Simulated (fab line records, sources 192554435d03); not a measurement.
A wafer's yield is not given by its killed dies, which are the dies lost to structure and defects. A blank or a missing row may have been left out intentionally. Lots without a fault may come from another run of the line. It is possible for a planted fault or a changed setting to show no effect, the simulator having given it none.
Chamber matching | flow n5-finfet | rie-diel-05 running N5_BEOL_M0_SAQP_DESCUM_19: 4 sister chambers
The step chemistry O2, time 7.9 s. 4 wafers are shown with their chamber, then 7 later ones without.

WAFERS WITH THEIR CHAMBER
wafer  | chamber | throttle-valve-pct (%)
L081.6 | 1       | 20.33
L085.2 | 3       | 20.22
L086.2 | 0       | 20.64
L086.3 | 2       | 20.28

WAFERS MISSING THEIR CHAMBER
wafer  | throttle-valve-pct (%)
L086.4 | 20.21
L089.1 | 20.29
L089.2 | 20.36
L089.4 | 20.23
L097.4 | 20.30
L097.5 | 20.40
L097.6 | 20.70

THE CHAMBER EACH PASSED THROUGH
wafer  | from the rows above          | in truth
L086.4 | can't be placed: 3 or 2      | 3
L089.1 | can't be placed: 2 or 1 or 3 | 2
L089.2 | can't be placed: 1 or 2      | 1
L089.4 | can't be placed: 3 or 2      | 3
L097.4 | can't be placed: 2 or 1 or 3 | 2
L097.5 | can't be placed: 1 or 2      | 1
L097.6 | 0                            | 0
Placed correctly: 1 of 7. Unplaceable from these rows: 6, with the true chamber sitting among the candidates in 6. Wrongly placed: 0.
How it was worked out, from the rows above alone: a wafer's distance from a chamber is the root of the sum, over the readings, of the square of ((its reading less the chamber's mean) divided by the reading's scatter). The wafer belongs to the nearest chamber; if the next one is less than 2 further off, it can't be placed. For every chamber, the mean is computed from those of its wafers that are shown. The scatter: root of mean squared gap, hidden wafer to nearest shown wafer, with one shown wafer a chamber.
